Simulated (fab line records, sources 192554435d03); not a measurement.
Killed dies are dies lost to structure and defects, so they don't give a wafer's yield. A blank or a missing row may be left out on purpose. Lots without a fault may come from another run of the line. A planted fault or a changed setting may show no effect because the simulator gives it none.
Split-lot experiment | flow n5_finfet | 7 lots, 21 wafers read, on a route of 1938 steps

THE SPLIT
At N5_BEOL_M7_DESCUM_33 (chemistry O2, time 7 s), the setting time_s was moved away from the recipe's 7 s on 9 of the 21 wafers read, by -21.0% to +5.8%. The other wafers ran this setting at the recipe's value.

The reading is taken at the split's own step.

THE READING
CAR-EUV_of_BEOL_M7_COAT_22.thk_nm (the simulator's own value, which no gauge read), in nm, at N5_BEOL_M7_DESCUM_33 (chemistry O2, time 7 s). The file gives no usual value for it. The 12 wafers here that ran the recipe average 26.2 nm, standard deviation 0.075 nm.

wafer  | tool, chamber at the split | time_s as run, s | against the recipe | CAR-EUV_of_BEOL_M7_COAT_22.thk_nm, nm | against lot-mates on the recipe
L081.2 | rie_diel-06, 0,2           | 6.107            | -12.8%             | 26.2                                  | no lot-mate on the recipe
L081.5 | rie_diel-06, 0,2           | 6.107            | -12.8%             | 26.2                                  | no lot-mate on the recipe
L081.6 | rie_diel-06, 3             | 6.107            | -12.8%             | 26.4                                  | no lot-mate on the recipe
L085.1 | rie_diel-04, 2,3           | 7                | recipe             | 26.2                                  | -
L085.2 | rie_diel-04, 2,3           | 7                | recipe             | 26.2                                  | -
L085.6 | rie_diel-04, 2             | 7                | recipe             | 26                                    | -
L083.2 | rie_diel-02, 0,2           | 7                | recipe             | 26.2                                  | -
L083.5 | rie_diel-02, 0,2           | 7                | recipe             | 26.2                                  | -
L083.4 | rie_diel-02, 1             | 5.599            | -20.0%             | 26.8                                  | +0.6
L089.3 | rie_diel-06, 0,0,1         | 5.528            | -21.0%             | 26.8                                  | no lot-mate on the recipe
L089.5 | rie_diel-06, 0,0,1         | 5.528            | -21.0%             | 26.8                                  | no lot-mate on the recipe
L089.6 | rie_diel-06, 0,0,1         | 5.528            | -21.0%             | 26.8                                  | no lot-mate on the recipe
L086.3 | rie_diel-04, 2             | 7.405            | +5.8%              | 26                                    | -0.2
L086.6 | rie_diel-04, 2             | 7.405            | +5.8%              | 26                                    | -0.2
L086.5 | rie_diel-04, 1             | 7                | recipe             | 26.2                                  | -
L090.2 | rie_diel-04, 2,0           | 7                | recipe             | 26.2                                  | -
L090.4 | rie_diel-04, 2,0           | 7                | recipe             | 26.2                                  | -
L090.6 | rie_diel-04, 3             | 7                | recipe             | 26                                    | -
L096.2 | rie_diel-04, 3,0,0         | 7                | recipe             | 26.2                                  | -
L096.3 | rie_diel-04, 3,0,0         | 7                | recipe             | 26.2                                  | -
L096.5 | rie_diel-04, 3,0,0         | 7                | recipe             | 26.2                                  | -
Where a row lists several chambers, the file gives one row for several wafers and doesn't say which wafer went through which chamber.

THE FIT
A straight line over all 21 wafers: CAR-EUV_of_BEOL_M7_COAT_22.thk_nm changes by -0.0265 nm for each +1% of time_s; r = -0.90; the points scatter about the line by 0.12 nm.
The same after taking each lot's own level away (the mean of its wafers on the recipe; 15 wafers): -0.0307 nm for each +1%; r = -0.94; scatter 0.065 nm.
On that fit, the largest move of time_s shifts the reading by 0.65 nm.
The lots' own levels span 26.13 to 26.20 nm, that is 0.9 times the standard deviation above.
So the lot-to-lot level changes the slope: the two fits differ.
Check: with one of the wafers moved furthest among these (-20.0%) left out of the fit, the line predicts +0.692 nm for it against its lot-mates. It came out at +0.6 nm against them.

THE FILE'S OWN FIT
CAR-EUV_of_BEOL_M7_COAT_22.thk_nm changes by -0.0303 nm for each +1% of time_s, r = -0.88.
